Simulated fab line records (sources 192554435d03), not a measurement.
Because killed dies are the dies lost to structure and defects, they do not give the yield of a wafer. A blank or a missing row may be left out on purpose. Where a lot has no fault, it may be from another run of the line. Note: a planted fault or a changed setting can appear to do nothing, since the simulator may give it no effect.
fab line records -- flow n5Finfet
[record] lots = 11, wafers = 30, lastDay = 17
route steps=1938 shown HKMG_FIN@414 BEOL_M4@1092 PASSIVATION@1936
lots that met no fault: from a run of the same line without faults
startH: start of the lot's first displayed wafer, in hours after the record's first day -- waitH: time in hours since the lot's previous step -- " repeats the value in the row above -- L1.1+2: several wafers, shown together as one row -- - no value present, or no start provided -- * or withheld: withheld -- < > ~ a bound
route shown NAME@n: NAME is a module with steps in the file, n the number in the route of the first one -- usual: mean and standard deviation over wafers with no fault -- same: alike in all rows -- chamber/n: place in a boat -- sites: each site's reading -- _std_site: how widely they spread, as a standard deviation -- _edge_site: mean of outer sites minus mean of inner sites -- radiusMm: for every site, how far away it sits from the centre of the wafer -- mask NAME#n: copy n -- behind: tool/chamber where the wafer was last shaped -- hold: the reason the lot was held/the length of the hold in hours/how it ended -- device: transistor that didn't switch, given as n, p or np -- end of line: the same wafers' tests at the end of the route -- a step without rows: its recipe alone -- killed: not the wafer's yield, but the dies lost to structure and defects at the first sort -- map: shows each die of a wafer: x if killed, . if not, _ if none is there
set.NAME: the setting that was run; set.NAME@STEP: the one run at that earlier step -- model.NAME: the simulator's own value behind a step, which no gauge read
one table for each step of the route and one row for each wafer, over a sample of lots
services: a tool's chamber out of use, with start hour (startH, from the record's first day; less than 0 if before it), hours out, and reason
[[steps]]
[step N5_HKMG_FIN_RTA_80]
[recipe] tempC = withheld, timeS = 2, ambient = N2, idleTempC = 600, rampUpCPerS = 150, rampDownCPerS = 60, coolToC = 600
lot.wafer,tool,chamber,startH,waitH
L754.2+4+6,rtpAnneal-02,0,82.96,0.2
L755.3+4+6,rtpAnneal-02,0,91.45,0.2
L756.1+2+3,rtpAnneal-01,0,92.47,0.3
L757.1+2+5,rtpAnneal-02,0,100.10,0.2
L758.1+3+5,rtpAnneal-01,0,103.72,0.1
L759.4+5+6,rtpAnneal-01,0,108.45,0.1
L760.2+3+4,rtpAnneal-02,0,118.42,0.1
L762.1+4+5,rtpAnneal-02,0,127.54,0.1
L771.2+6,rtpAnneal-02,0,179.13,0.1
L772.2+6,rtpAnneal-02,0,189.85,0.1
L773.2+3,rtpAnneal-02,0,192.60,0.1
[step N5_BEOL_M4_SPUTTER_88]
[recipe] material = Cu, targetThkA = 45, tempC = -20, chamberPressurePa = 0.07, powerW = withheld, timeS = 8.29
[usual] chuckGasFlowSccm = 1.27/0.054, throttleValvePct = 29.9/1.2
lot.wafer,tool,chamber,startH,waitH,chuckGasFlowSccm,throttleValvePct
L754.2,pvdSputter-01,-,179.17,0.1,1.32,29.0
L754.4,pvdSputter-01,-,179.17,0.1,1.32,32.0
L754.6,pvdSputter-01,-,179.17,0.1,1.34,30.1
L756.1,pvdSputter-01,-,184.15,0.1,1.32,29.8
L756.2,pvdSputter-01,-,184.15,0.1,1.28,32.4
L756.3,pvdSputter-01,-,184.15,0.1,1.28,29.1
L755.3,pvdSputter-02,-,188.31,0.1,1.29,29.6
L755.4,pvdSputter-02,-,188.31,0.1,1.21,28.8
L755.6,pvdSputter-02,-,188.31,0.1,1.27,28.2
L757.1,pvdSputter-03,-,192.08,0.1,1.39,30.3
L757.2,pvdSputter-03,-,192.08,0.1,1.24,29.2
L757.5,pvdSputter-03,-,192.08,0.1,1.38,30.3
L758.1,pvdSputter-02,-,197.09,0.1,1.35,29.5
L758.3,pvdSputter-02,-,197.09,0.1,1.18,29.0
L758.5,pvdSputter-02,-,197.09,0.1,1.25,28.2
L759.4,pvdSputter-01,-,202.56,0.1,1.42,30.0
L759.5,pvdSputter-01,-,202.56,0.1,1.20,29.0
L759.6,pvdSputter-01,-,202.56,0.1,1.28,30.9
L760.2,pvdSputter-03,-,216.18,0.1,1.25,29.1
L760.3,pvdSputter-03,-,216.18,0.1,1.17,30.4
L760.4,pvdSputter-03,-,216.18,0.1,1.25,30.5
L762.1,pvdSputter-02,-,220.08,0.1,1.24,28.8
L762.4,pvdSputter-02,-,220.08,0.1,1.23,29.4
L762.5,pvdSputter-02,-,220.08,0.1,1.24,28.2
L771.2,pvdSputter-01,-,269.80,0.1,1.33,30.6
L771.6,pvdSputter-01,-,269.80,0.1,1.30,32.2
L772.2,pvdSputter-03,-,288.51,0.1,1.31,29.1
L772.6,pvdSputter-03,-,288.51,0.1,1.32,28.8
L773.2,pvdSputter-01,-,302.51,0.1,1.27,30.0
L773.3,pvdSputter-01,-,302.51,0.1,1.25,32.2
[step N5_BEOL_M4_SPUTTER_90]
[recipe] material = Cu, targetThkA = 45, tempC = -20, chamberPressurePa = 0.07, powerW = withheld, timeS = 8.29
[usual] chuckGasFlowSccm = 1.27/0.059, throttleValvePct = 29.9/1.2
lot.wafer,tool,chamber,startH,waitH,chuckGasFlowSccm,throttleValvePct
L754.2,pvdSputter-01,-,179.39,0.1,1.21,29.0
L754.4,pvdSputter-01,-,179.39,0.1,1.36,32.0
L754.6,pvdSputter-01,-,179.39,0.1,1.34,29.9
L756.1,pvdSputter-01,-,184.37,0.1,1.33,30.0
L756.2,pvdSputter-01,-,184.37,0.1,1.32,32.2
L756.3,pvdSputter-01,-,184.37,0.1,1.21,28.8
L755.3,pvdSputter-02,-,188.53,0.1,1.24,29.3
L755.4,pvdSputter-02,-,188.53,0.1,1.24,28.9
L755.6,pvdSputter-02,-,188.53,0.1,1.29,28.0
L757.1,pvdSputter-03,-,192.30,0.1,1.37,30.3
L757.2,pvdSputter-03,-,192.30,0.1,1.26,29.0
L757.5,pvdSputter-03,-,192.30,0.1,1.22,30.2
L758.1,pvdSputter-02,-,197.31,0.1,1.29,29.4
L758.3,pvdSputter-02,-,197.31,0.1,1.22,29.1
L758.5,pvdSputter-02,-,197.31,0.1,1.30,28.1
L759.4,pvdSputter-01,-,202.78,0.1,1.31,30.0
L759.5,pvdSputter-01,-,202.78,0.1,1.25,29.0
L759.6,pvdSputter-01,-,202.78,0.1,1.34,30.8
L760.2,pvdSputter-03,-,216.40,0.1,1.20,29.2
L760.3,pvdSputter-03,-,216.40,0.1,1.21,30.6
L760.4,pvdSputter-03,-,216.40,0.1,1.32,30.3
L762.1,pvdSputter-02,-,220.30,0.1,1.30,28.9
L762.4,pvdSputter-02,-,220.30,0.1,1.27,29.7
L762.5,pvdSputter-02,-,220.30,0.1,1.24,28.0
L771.2,pvdSputter-01,-,270.02,0.1,1.34,30.9
L771.6,pvdSputter-01,-,270.02,0.1,1.35,32.3
L772.2,pvdSputter-03,-,288.73,0.1,1.26,28.9
L772.6,pvdSputter-03,-,288.73,0.1,1.22,29.1
L773.2,pvdSputter-01,-,302.73,0.1,1.28,30.1
L773.3,pvdSputter-01,-,302.73,0.1,1.43,32.2
[step N5_BEOL_M4_SPUTTER_94]
[recipe] material = Cu, targetThkA = 45, tempC = -20, chamberPressurePa = 0.07, powerW = withheld, timeS = 8.29
[usual] chuckGasFlowSccm = 1.27/0.053, throttleValvePct = 30.0/1.2
lot.wafer,tool,chamber,startH,waitH,chuckGasFlowSccm,throttleValvePct
L754.2,pvdSputter-01,-,179.83,0.1,1.20,28.9
L754.4,pvdSputter-01,-,179.83,0.1,1.30,32.2
L754.6,pvdSputter-01,-,179.83,0.1,1.34,30.2
L756.1,pvdSputter-01,-,184.81,0.1,1.32,30.0
L756.2,pvdSputter-01,-,184.81,0.1,1.29,32.2
L756.3,pvdSputter-01,-,184.81,0.1,1.14,29.0
L755.3,pvdSputter-02,-,188.97,0.1,1.33,29.5
L755.4,pvdSputter-02,-,188.97,0.1,1.27,28.9
L755.6,pvdSputter-02,-,188.97,0.1,1.22,28.0
L757.1,pvdSputter-03,-,192.74,0.1,1.34,30.4
L757.2,pvdSputter-03,-,192.74,0.1,1.28,29.1
L757.5,pvdSputter-03,-,192.74,0.1,1.37,30.5
L758.1,pvdSputter-02,-,197.75,0.1,1.20,29.4
L758.3,pvdSputter-02,-,197.75,0.1,1.29,29.2
L758.5,pvdSputter-02,-,197.75,0.1,1.29,28.2
L759.4,pvdSputter-01,-,203.22,0.1,1.32,30.1
L759.5,pvdSputter-01,-,203.22,0.1,1.23,28.9
L759.6,pvdSputter-01,-,203.22,0.1,1.28,30.9
L760.2,pvdSputter-03,-,216.84,0.1,1.31,29.0
L760.3,pvdSputter-03,-,216.84,0.1,1.20,30.7
L760.4,pvdSputter-03,-,216.84,0.1,1.37,30.5
L762.1,pvdSputter-02,-,220.74,0.1,1.27,28.8
L762.4,pvdSputter-02,-,220.74,0.1,1.35,29.4
L762.5,pvdSputter-02,-,220.74,0.1,1.26,28.1
L771.2,pvdSputter-01,-,270.46,0.1,1.20,31.1
L771.6,pvdSputter-01,-,270.46,0.1,1.29,32.3
L772.2,pvdSputter-03,-,289.17,0.1,1.33,29.0
L772.6,pvdSputter-03,-,289.17,0.1,1.22,29.1
L773.2,pvdSputter-01,-,303.17,0.1,1.36,29.7
L773.3,pvdSputter-01,-,303.17,0.1,1.37,32.2
[step N5_BEOL_M4_RC_MEAS_101]
[usual] DIBL_N = 36.9/1.7, DIBL_P = 37.3/2.3, IOFF_N = 0.16/0.033, IOFF_P = 0.22/0.04, IOFF_P_LIN = 0.103/0.015, IOFF_P_LONG = 0.000103/8.5e-06, ION_N = 673/12, ION_P = 463/8, SS_N = 71.6/0.58, SS_P = 73.4/0.74, VT_N = 250/3.2, VT_N_LVT = 98/3.2, VT_P = -250/3.4, VT_P_LONG = -275.7/2.8
lot.wafer,tool,chamber,startH,waitH,DIBL_N[mV/V],DIBL_P[mV/V],IOFF_N[nA/um],IOFF_P[nA/um],IOFF_P_LIN[nA/um],IOFF_P_LONG[nA/um],ION_N[uA/um],ION_P[uA/um],SS_N[mV/dec],SS_P[mV/dec],VT_N[mV],VT_N_LVT[mV],VT_P[mV],VT_P_LONG[mV]
L754.2,prober-02,0,181.31,0.2,35.8,38.3,0.15,0.19,0.089,8.6e-05,669,455,71.9,74.0,251,97,-256,-280.6
L754.4,prober-02,0,181.31,0.2,36.7,38.5,0.16,0.20,0.089,8.7e-05,675,463,71.5,73.6,249,97,-255,-280.1
L754.6,prober-02,0,181.31,0.2,36.7,39.2,0.16,0.21,0.092,8.7e-05,667,458,71.4,74.5,250,96,-254,-282.1
L756.1,prober-02,0,186.13,0.0,37.3,38.3,0.18,0.23,0.105,0.000102,676,460,72.1,73.7,249,99,-249,-273.6
L756.2,prober-02,0,186.13,0.0,36.1,37.8,0.16,0.22,0.102,0.000105,668,464,71.6,72.9,252,100,-250,-275.9
L756.3,prober-02,0,186.13,0.0,36.7,38.3,0.18,0.24,0.108,0.000105,684,475,72.0,72.8,247,97,-249,-277.5
L755.3,prober-02,0,190.68,0.3,39.3,42.2,0.25,0.33,0.141,0.000111,684,475,72.0,73.5,245,92,-245,-270.8
L755.4,prober-02,0,190.68,0.3,38.8,40.3,0.20,0.28,0.126,0.000109,681,465,71.8,74.5,248,97,-247,-273.5
L755.6,prober-02,0,190.68,0.3,36.7,38.6,0.17,0.25,0.117,0.000115,695,480,72.0,72.9,250,99,-247,-272.0
L757.1,prober-01,0,194.08,0.0,38.5,38.0,0.19,0.23,0.104,9.7e-05,677,456,72.2,73.7,247,95,-252,-279.3
L757.2,prober-01,0,194.08,0.0,35.9,34.2,0.13,0.18,0.085,9.4e-05,656,452,71.5,72.1,252,101,-255,-278.4
L757.5,prober-01,0,194.08,0.0,35.7,33.9,0.14,0.17,0.083,9.1e-05,658,446,71.7,72.0,253,100,-257,-279.6
L758.1,prober-01,0,199.07,0.0,36.9,36.3,0.17,0.20,0.089,9.1e-05,665,451,71.1,73.1,251,97,-252,-280.8
L758.3,prober-01,0,199.07,0.0,34.3,33.5,0.14,0.17,0.080,9e-05,684,461,70.8,73.1,250,97,-257,-278.8
L758.5,prober-01,0,199.07,0.0,35.0,33.1,0.13,0.16,0.077,9e-05,660,446,71.4,72.3,253,101,-257,-280.7
L759.4,prober-02,0,205.12,0.5,36.4,38.5,0.17,0.25,0.107,9.8e-05,664,460,72.0,73.9,248,97,-251,-274.2
L759.5,prober-02,0,205.12,0.5,37.5,39.4,0.19,0.26,0.111,9.6e-05,675,465,71.8,73.2,248,94,-251,-274.7
L759.6,prober-02,0,205.12,0.5,35.8,37.3,0.16,0.23,0.105,9.8e-05,666,461,71.3,73.3,248,98,-249,-274.4
L760.2,prober-01,0,218.35,0.2,40.5,41.6,0.24,0.30,0.131,0.0001,687,473,72.5,74.3,245,91,-245,-274.7
L760.3,prober-01,0,218.35,0.2,37.7,37.0,0.17,0.21,0.101,0.000106,668,462,71.4,73.4,249,95,-250,-276.3
L760.4,prober-01,0,218.35,0.2,36.3,35.5,0.14,0.19,0.093,0.000106,661,454,71.3,72.9,251,98,-251,-275.5
L762.1,prober-01,0,222.10,0.0,38.8,40.5,0.21,0.24,0.110,9.9e-05,681,464,71.4,74.4,245,93,-252,-275.0
L762.4,prober-01,0,222.10,0.0,40.4,43.5,0.25,0.30,0.127,0.0001,695,458,72.5,75.2,245,89,-245,-275.3
L762.5,prober-01,0,222.10,0.0,39.5,43.2,0.25,0.30,0.130,0.000103,703,476,71.6,75.5,241,89,-247,-276.0
L771.2,prober-01,0,271.95,0.2,36.0,34.6,0.12,0.31,0.151,0.000145,650,474,71.1,73.8,257,118,-239,-262.2
L771.6,prober-01,0,271.95,0.2,35.7,34.5,0.13,0.19,0.095,9.4e-05,661,453,71.7,73.3,252,102,-251,-275.8
L772.2,prober-01,0,290.96,0.2,36.8,35.8,0.14,0.32,0.153,0.000146,673,489,70.9,72.9,252,115,-240,-263.4
L772.6,prober-01,0,290.96,0.2,38.1,37.8,0.17,0.23,0.106,0.000101,670,462,71.7,72.7,251,97,-250,-273.8
L773.2,prober-02,0,304.66,0.2,36.2,36.6,0.17,0.35,0.161,0.000143,673,479,71.5,74.8,248,110,-239,-263.0
L773.3,prober-02,0,304.66,0.2,34.8,35.2,0.14,0.18,0.088,9.8e-05,677,458,70.7,72.4,252,101,-254,-277.8
[step N5_PASSIVATION_PROBE_49]
[usual] defectLimitedYield = 91.2/1.3, killed_at_M0_to_M3 = 34/10, killed_at_M4_up = 13/4.6, killedAtContacts = 13/5.5, killedAtFrontEnd = 41/12, killedAtOther = 2.8/2.4, killedDies = 104/16, killedOpen = 67/12, killedShort = 33/7.2, sort_bin_4_leakage = 0.00/0.012, sort_bin_5_function = 5.1/0.86, sort_bin_6_memory = 3.3/0.62, sortNPass = 1076/16, sortYieldPct = 91.2/1.3
[same] grossDies = 1180, killedAtBackSide = 0, sort_bin_8_speed[%] = 0
lot.wafer,tool,chamber,startH,waitH,defectLimitedYield[%],killed_at_M0_to_M3,killed_at_M4_up,killedAtContacts,killedAtFrontEnd,killedAtOther,killedDies,killedOpen,killedShort,sort_bin_4_leakage[%],sort_bin_5_function[%],sort_bin_6_memory[%],sortNPass,sortYieldPct[%]
L772.2,prober-01,-,390.48,0.1,92.0,28,13,7,46,0,94,46,36,0,4.5,2.1,1086,92.0
// killed by level:class
L772.2 BEOL_M0_SAQP:geometricParticle:short=12 STI_FIN_REVEAL:geometricParticle:open=11 HKMG_FIN:areaEtch=10 FIN_SAQP:geometricParticle:short=6 FIN_SAQP:geometricParticle:open=6 MOL_CONTACT_COAG:geometricParticle:open=6 BEOL_M1:geometricParticle:open=5 BEOL_M0_SAQP:geometricParticle:open=4
[[services]]
tool,chamber,startH,hours,kind
pvdSputter-01,-,94.72,1.8,repair
pvdSputter-03,-,157.71,0.7,repair
[[key]]
[firstSign] step = N5_BEOL_M4_RC_MEAS_101, reading = IOFF_P_LONG, direction = up, sigmas = 4.9, usual = 0.000103, struck = 0.000145
[effect] step = N5_BEOL_M4_RC_MEAS_101, reading = VT_N_LVT, direction = up, sigmas = 4.9, usual = 98, struck = 114
[effect] step = N5_BEOL_M4_RC_MEAS_101, reading = VT_P_LONG, direction = up, sigmas = 4.6, usual = -275.7, struck = -262.9
[effect] step = N5_BEOL_M4_RC_MEAS_101, reading = IOFF_P_LIN, direction = up, sigmas = 3.5, usual = 0.103, struck = 0.155
[effect] step = N5_BEOL_M4_RC_MEAS_101, reading = VT_P, direction = up, sigmas = 3.2, usual = -250, struck = -239
[effect] step = N5_BEOL_M4_RC_MEAS_101, reading = IOFF_P, direction = up, sigmas = 2.5, usual = 0.22, struck = 0.33
[effect] step = N5_BEOL_M4_RC_MEAS_101, reading = ION_P, direction = up, sigmas = 2.2, usual = 463, struck = 481
metAt N5_HKMG_FIN_RTA_80
struckLots L771,L772,L773
struckWafers L771.2,L772.2,L773.2
[baselineLoss] step = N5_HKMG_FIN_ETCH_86, wafers = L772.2
notActingAt N5_BEOL_M4_SPUTTER_88,N5_BEOL_M4_SPUTTER_90,N5_BEOL_M4_SPUTTER_94
onsetBetween 127.54 179.13
[fault] kind = processParameterDrift, tool = rtpAnneal-02, chamber = -, onsetH = 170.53, steps = N5_HKMG_FIN_RTA_80, channel = timeS, offset = *, shape = step, endH = 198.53, scope = struckWafersOnly, actsIn = *, stated = *
// baselineLoss: these wafers lose ten dies or more at that step, a loss of the line's own and not of a fault; the sort's usual values leave them out
